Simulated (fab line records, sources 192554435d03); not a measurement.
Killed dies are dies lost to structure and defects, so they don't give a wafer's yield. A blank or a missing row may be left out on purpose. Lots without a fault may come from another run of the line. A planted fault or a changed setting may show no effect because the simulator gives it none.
fab line records | flow n5_finfet | part 2 of 2: steps 4 to 6 of 6
record lots=19 wafers=57 last_day=22
route steps=1938 shown BEOL_M4@1039
lots that met no fault: from a run of the same line without faults
start_h: hours from the record's first day to the start of the lot's first wafer shown | wait_h: hours since the lot's step before | " the same as in the row above | L1.1+2: a row that stands for several wafers | - no value, or no start given | * or withheld: withheld | < > ~ a bound
route shown NAME@n: a module of which the file shows steps, and the number in the route of the first | usual: mean/standard deviation of fault-free wafers | same: alike in all rows | chamber/n: place in a boat | sites: the reading at each site | _std_site: their standard deviation | _edge_site: outer sites' mean less inner sites' | radius_mm: how far each site lies from the wafer's centre | mask NAME#n: copy n | behind: the tool/chamber that last shaped the wafer | hold: why the lot was held/for how many hours/how that ended | device: the transistor (n, p or np) that didn't switch | end of line: the same wafers' tests at the end of the route | a step without rows: its recipe alone | killed: dies lost to structure and defects at the first sort, not the wafer's yield | map: a wafer's dies, x killed, . not, _ none there
set.NAME: the setting as run; set.NAME@STEP: as run at that earlier step | model.NAME: the simulator's own value behind a step, which no gauge read
steps of the route over a sample of lots; a table a step, a row a wafer
services: from which hour (start_h, from the record's first day; less than 0 if before it) a tool's chamber was out of use, for how many hours, and why
## steps
# step N5_BEOL_M4_ETCH_70
# recipe chemistry=N2/H2 target=SOC target_depth_a=800 overetch_a=240 mask_material=SiARC temp_c=40 time_s=130 ion_energy_ev=200 pressure_mtorr=30 source_w=840 bias_w=150 n2_flow_sccm=200 h2_flow_sccm=200
# usual drypump_motor_current_A=5.7/0.4 h2_flow_sccm=200.0/0.61 oes_product_au=0.58/0.065 rf_vpp_V=524.6/2.8 showerhead_plenum_p_Torr=2.57/0.099 throttle_valve_pct=17.88/0.16
# columns lot.wafer tool chamber start_h wait_h drypump_motor_current_A h2_flow_sccm oes_product_au rf_hours_counter_h rf_vpp_V showerhead_plenum_p_Torr throttle_valve_pct
L074.1 rie_diel-02 2 191.85 0.0 5.7 199.4 0.57 102 526.6 2.68 18.01
L074.3 " 0 " " 5.6 199.4 0.53 198 518.7 2.42 17.75
L074.5 " 3 " " 5.6 200.4 0.57 - 521.3 2.44 17.99
L075.2 rie_diel-02 3 203.55 0.0 5.6 199.8 0.57 154 520.2 2.44 18.00
L075.4 " 0 " " 5.6 199.4 0.52 201 519.5 2.42 17.73
L075.5 " 0 " " 5.6 199.8 0.53 - 520.8 2.42 17.75
L077.1 rie_diel-02 0 215.59 0.0 5.6 199.7 0.52 204 522.5 2.42 17.75
L077.4 " 3 " " 5.7 200.2 0.56 157 520.6 2.44 17.99
L077.6 " 1 " " 5.8 198.8 0.54 - 527.0 2.64 17.82
L076.4 rie_diel-02 2 224.09 0.0 5.7 200.4 0.58 112 527.2 2.67 18.02
L076.5 " 0 " " 5.6 200.2 0.52 - 520.8 2.42 17.75
L076.6 " 1 " " 5.8 201.5 0.54 - 526.8 2.63 17.82
L078.4 rie_diel-04 0 233.78 0.0 6.1 200.4 0.67 23 528.2 2.72 17.69
L078.5 " 1 " " 5.6 199.6 0.64 - 520.6 2.47 17.98
L078.6 " 2 " " 5.2 201.0 0.50 - 522.3 2.50 17.85
L079.1 rie_diel-05 1 244.22 0.0 5.4 200.5 0.66 23 528.1 2.72 17.71
L079.3 " 0 " " 6.3 200.0 0.64 38 526.2 2.60 17.90
L079.4 " 3 " " 6.6 201.0 0.51 213 527.0 2.62 17.95
L080.3 rie_diel-04 3 252.65 0.0 5.1 200.8 0.71 8 525.8 2.60 17.72
L080.4 " 0 " " 6.1 200.0 0.66 29 526.7 2.71 17.70
L080.5 " 0 " " 6.1 199.4 0.66 - 527.1 2.71 17.71
L081.1 rie_diel-04 0 284.70 0.0 6.1 199.3 0.64 38 527.7 2.71 17.72
L081.2 " 1 " " 5.6 200.6 0.63 78 521.7 2.47 18.00
L081.4 " 3 " " 5.1 201.3 0.70 17 525.2 2.59 17.74
L085.1 rie_diel-04 2 318.14 0.0 5.2 200.3 0.71 2 524.2 2.49 17.42
L085.2 " 0 " " 6.1 199.6 0.64 48 527.1 2.70 17.73
L085.6 " 3 " " 5.1 200.2 0.67 - 525.2 2.59 17.76
L086.3 rie_diel-04 0 330.60 0.0 6.1 200.2 0.65 52 526.6 2.70 17.74
L086.5 " 0 " " 6.1 200.3 0.64 - 526.4 2.70 17.74
L086.6 " 1 " " 5.6 199.0 0.61 - 522.2 2.46 18.02
L087.2 rie_diel-02 1 341.65 0.0 5.8 199.6 0.52 218 525.4 2.62 17.89
L087.4 " 3 " " 5.6 200.2 0.54 197 520.0 2.42 18.08
L087.6 " 2 " " 5.7 199.0 0.56 - 526.9 2.66 18.08
L090.3 rie_diel-02 0 345.79 0.0 5.6 199.9 0.50 244 518.5 2.40 17.82
L090.5 " 1 " " 5.8 199.8 0.52 - 525.5 2.62 17.88
L090.6 " 2 " " 5.7 200.4 0.55 - 525.8 2.66 18.08
L088.2 rie_diel-05 0 348.83 0.0 6.3 199.0 0.62 65 523.4 2.59 17.93
L088.5 " 3 " " 6.6 199.1 0.50 - 525.4 2.61 17.98
L088.6 " 0 " " 6.3 199.6 0.61 - 525.0 2.59 17.93
L097.3 rie_diel-02 1 358.74 0.0 5.8 200.0 0.51 224 526.5 2.62 17.90
L097.4 " 3 " " 5.6 200.0 0.54 203 520.5 2.42 18.10
L097.5 " 1 " " 5.8 199.5 0.51 - 526.9 2.62 17.90
L091.1 rie_diel-02 3 372.22 0.0 5.6 199.5 0.53 207 520.9 2.41 18.09
L091.2 " 1 " " 5.8 200.6 0.52 228 525.1 2.61 17.91
L091.3 " 2 " " 5.7 199.7 0.55 160 525.7 2.65 18.10
L092.1 rie_diel-05 1 381.38 0.0 5.4 200.2 0.63 55 527.7 2.71 17.76
L092.2 " 3 " " 6.6 200.6 0.50 247 527.1 2.60 17.99
L092.5 " 0 " " 6.3 198.4 0.61 - 524.4 2.59 17.94
L089.1 rie_diel-04 1 386.84 0.0 5.6 199.5 0.60 108 521.6 2.46 18.05
L089.2 " 0 " " 6.1 200.6 0.62 69 527.6 2.69 17.77
L089.3 " 2 " " 5.1 199.6 0.67 21 523.1 2.48 17.45
L093.1 rie_diel-05 3 386.97 0.0 6.6 199.7 0.49 249 525.8 2.60 18.01
L093.4 " 2 " " 5.8 200.3 0.66 - 525.5 2.59 17.77
L093.5 " 1 " " 5.4 199.9 0.63 - 528.8 2.71 17.77
L096.3 rie_diel-05 3 394.82 0.0 6.6 200.6 0.50 253 524.6 2.60 18.01
L096.4 " 2 " " 5.8 199.9 0.65 - 525.3 2.59 17.75
L096.6 " 1 " " 5.4 200.2 0.61 - 529.8 2.70 17.78
# step N5_BEOL_M4_TRENCH_ETCH_37
# recipe chemistry=C4F6/O2 target_depth_a=555.55 target=SiOC time_s=29.2 ion_energy_ev=250 pressure_mtorr=30 source_w=355 bias_w=185 Ar_flow_sccm=300 C4F6_flow_sccm=10 O2_flow_sccm=10
# usual O2_flow_sccm=10.00/0.033 drypump_motor_current_A=5.7/0.39 oes_f_703_au=0.79/0.085 oes_product_au=0.79/0.091 rf_vpp_V=666/6.1 showerhead_plenum_p_Torr=2.88/0.1 throttle_valve_pct=20.89/0.15
# columns lot.wafer tool chamber start_h wait_h O2_flow_sccm drypump_motor_current_A oes_f_703_au oes_product_au rf_hours_counter_h rf_vpp_V showerhead_plenum_p_Torr throttle_valve_pct
L074.1 rie_diel-02 2 - - 10.00 5.7 0.80 0.80 102 676 2.97 20.92
L074.3 " 0 " " 10.03 5.6 0.72 0.71 198 668 2.72 20.83
L074.5 " 3 " " 9.99 5.6 0.76 0.76 - 662 2.74 21.03
L075.2 rie_diel-02 3 - - 10.01 5.6 0.76 0.76 154 662 2.73 21.05
L075.4 " 0 " " 10.02 5.6 0.71 0.71 201 667 2.72 20.82
L075.5 " 0 " " 9.99 5.6 0.72 0.71 - 669 2.72 20.85
L077.1 rie_diel-02 0 - - 9.99 5.6 0.71 0.70 205 670 2.72 20.83
L077.4 " 3 " " 10.02 5.6 0.75 0.75 157 662 2.73 21.03
L077.6 " 1 " " 9.99 5.8 0.75 0.74 - 663 2.94 20.85
L076.4 rie_diel-02 2 - - 9.99 5.7 0.79 0.79 112 675 2.97 20.93
L076.5 " 0 " " 9.97 5.6 0.71 0.70 - 668 2.72 20.85
L076.6 " 1 " " 9.99 5.8 0.74 0.73 - 663 2.94 20.84
L078.4 rie_diel-04 0 - - 10.06 6.1 0.91 0.91 23 672 3.01 20.68
L078.5 " 1 " " 10.03 5.6 0.86 0.86 - 664 2.77 21.02
L078.6 " 2 " " 9.96 5.2 0.69 0.68 - 659 2.81 21.00
L079.1 rie_diel-05 1 - - 10.00 5.4 0.89 0.90 23 665 3.03 20.64
L079.3 " 0 " " 9.98 6.3 0.86 0.87 39 681 2.89 20.79
L079.4 " 3 " " 10.01 6.6 0.70 0.69 213 661 2.93 21.02
L080.3 rie_diel-04 3 - - 9.96 5.1 0.95 0.97 8 667 2.90 20.67
L080.4 " 0 " " 10.02 6.1 0.90 0.90 29 672 3.01 20.69
L080.5 " 0 " " 10.00 6.1 0.90 0.91 - 674 3.01 20.71
L081.1 rie_diel-04 0 - - 9.95 6.1 0.88 0.89 38 671 3.01 20.69
L081.2 " 1 " " 9.97 5.6 0.84 0.84 78 665 2.76 21.04
L081.4 " 3 " " 9.96 5.1 0.94 0.95 17 668 2.90 20.67
L085.1 rie_diel-04 2 - - 10.03 5.1 0.97 0.97 2 660 2.80 20.62
L085.2 " 0 " " 9.95 6.1 0.87 0.87 48 673 3.00 20.73
L085.6 " 3 " " 9.99 5.1 0.92 0.92 - 667 2.89 20.71
L086.3 rie_diel-04 0 - - 10.02 6.1 0.86 0.87 52 671 3.00 20.73
L086.5 " 0 " " 10.02 6.1 0.87 0.87 - 673 3.00 20.72
L086.6 " 1 " " 9.99 5.6 0.82 0.82 - 665 2.75 21.06
L087.2 rie_diel-02 1 - - 10.04 5.7 0.72 0.70 218 665 2.93 20.90
L087.4 " 3 " " 10.05 5.6 0.72 0.71 197 661 2.72 21.10
L087.6 " 2 " " 10.01 5.7 0.76 0.74 - 674 2.95 20.98
L090.3 rie_diel-02 0 - - 10.00 5.6 0.69 0.67 244 668 2.70 20.88
L090.5 " 1 " " 10.02 5.7 0.72 0.70 - 664 2.93 20.91
L090.6 " 2 " " 10.05 5.7 0.75 0.75 - 675 2.95 21.00
L088.2 rie_diel-05 0 - - 9.93 6.3 0.83 0.84 65 682 2.88 20.83
L088.5 " 3 " " 10.01 6.6 0.69 0.67 - 662 2.92 21.06
L088.6 " 0 " " 9.96 6.3 0.83 0.83 - 681 2.88 20.85
L097.3 rie_diel-02 1 - - 9.96 5.8 0.72 0.70 224 663 2.92 20.92
L097.4 " 3 " " 9.98 5.6 0.72 0.73 203 664 2.71 21.12
L097.5 " 1 " " 9.99 5.8 0.72 0.70 - 662 2.92 20.92
L091.1 rie_diel-02 3 - - 10.01 5.6 0.71 0.72 207 661 2.71 21.12
L091.2 " 1 " " 10.06 5.8 0.71 0.70 228 662 2.92 20.92
L091.3 " 2 " " 9.97 5.7 0.75 0.75 160 675 2.95 21.02
L092.1 rie_diel-05 1 - - 9.97 5.4 0.85 0.85 55 665 3.01 20.70
L092.2 " 3 " " 10.04 6.5 0.68 0.67 247 663 2.92 21.07
L092.5 " 0 " " 9.96 6.3 0.82 0.83 - 680 2.87 20.85
L089.1 rie_diel-04 1 - - 10.04 5.6 0.81 0.81 108 665 2.75 21.08
L089.2 " 0 " " 9.98 6.1 0.83 0.85 69 672 2.99 20.75
L089.3 " 2 " " 9.97 5.2 0.91 0.91 21 658 2.79 20.65
L093.1 rie_diel-05 3 - - 9.97 6.6 0.68 0.67 249 663 2.91 21.07
L093.4 " 2 " " 10.01 5.8 0.91 0.90 - 657 2.90 20.91
L093.5 " 1 " " 10.00 5.4 0.85 0.85 - 664 3.01 20.70
L096.3 rie_diel-05 3 - - 9.97 6.5 0.68 0.67 253 663 2.91 21.06
L096.4 " 2 " " 10.01 5.7 0.89 0.90 - 658 2.90 20.94
L096.6 " 1 " " 9.97 5.4 0.84 0.85 - 664 3.01 20.71
# step N5_BEOL_M4_INSPECT_59
# recipe inspect_instrument=darkfield mode=post_dep
# usual raw_defect_count=68/21
# columns lot.wafer tool chamber start_h wait_h raw_defect_count
L074.1 defect_inspect-02 - 196.09 0.0 56
L074.3 " - " " 51
L074.5 " - " " 49
L075.2 defect_inspect-01 - 210.01 0.0 115
L075.4 " - " " 119
L075.5 " - " " 106
L077.1 defect_inspect-02 - 219.81 0.0 60
L077.4 " - " " 36
L077.6 " - " " 97
L076.4 defect_inspect-02 - 228.37 0.0 65
L076.5 " - " " 69
L076.6 " - " " 55
L078.4 defect_inspect-02 - 237.89 0.0 57
L078.5 " - " " 58
L078.6 " - " " 55
L079.1 defect_inspect-02 - 250.20 0.0 82
L079.3 " - " " 63
L079.4 " - " " 72
L080.3 defect_inspect-02 - 256.86 0.0 71
L080.4 " - " " 94
L080.5 " - " " 57
L081.1 defect_inspect-02 - 289.54 0.0 65
L081.2 " - " " 63
L081.4 " - " " 36
L085.1 defect_inspect-01 - 324.07 0.0 77
L085.2 " - " " 86
L085.6 " - " " 74
L086.3 defect_inspect-02 - 335.44 0.0 55
L086.5 " - " " 59
L086.6 " - " " 54
L087.2 defect_inspect-01 - 346.46 0.0 39
L087.4 " - " " 46
L087.6 " - " " 79
L090.3 defect_inspect-02 - 351.26 0.0 60
L090.5 " - " " 57
L090.6 " - " " 57
L088.2 defect_inspect-01 - 354.86 0.0 91
L088.5 " - " " 92
L088.6 " - " " 57
L097.3 defect_inspect-01 - 364.35 0.0 63
L097.4 " - " " 50
L097.5 " - " " 66
L091.1 defect_inspect-01 - 376.26 0.0 82
L091.2 " - " " 85
L091.3 " - " " 101
L092.1 defect_inspect-01 - 385.33 0.0 47
L092.2 " - " " 78
L092.5 " - " " 65
L089.1 defect_inspect-01 - 391.29 0.0 35
L089.2 " - " " 90
L089.3 " - " " 99
L093.1 defect_inspect-01 - 391.31 0.0 58
L093.4 " - " " 65
L093.5 " - " " 71
L096.3 defect_inspect-02 - 400.78 0.0 60
L096.4 " - " " 72
L096.6 " - " " 73
## services
# columns tool chamber start_h hours kind
rie_diel-05 - 172.97 2.8 pm
rie_diel-04 3 212.32 - clean
rie_diel-04 3 212.32 - consumable_replace:focus_ring
rie_diel-04 3 212.32 13.7 scheduled_down
rie_diel-04 3 212.32 13.7 vent_cycle
rie_diel-02 - 238.40 0.2 repair
rie_diel-02 0 251.28 2.0 repair
rie_diel-05 2 261.55 - clean
rie_diel-05 2 261.55 - consumable_replace:focus_ring
rie_diel-05 2 261.55 27.8 scheduled_down
rie_diel-05 2 261.55 27.8 vent_cycle
rie_diel-04 2 292.39 - clean
rie_diel-04 2 292.39 - consumable_replace:focus_ring
rie_diel-04 2 292.39 17.3 scheduled_down
rie_diel-04 2 292.39 17.3 vent_cycle
rie_diel-05 1 333.99 5.9 repair
rie_diel-02 3 335.79 4.6 repair
rie_diel-02 0 365.28 - clean
rie_diel-02 0 365.28 - consumable_replace:focus_ring
rie_diel-02 0 365.28 - consumable_replace:showerhead
rie_diel-02 0 365.28 24.1 scheduled_down
rie_diel-02 0 365.28 24.1 vent_cycle
rie_diel-04 3 382.33 7.4 repair
rie_diel-04 0 393.93 4.7 repair
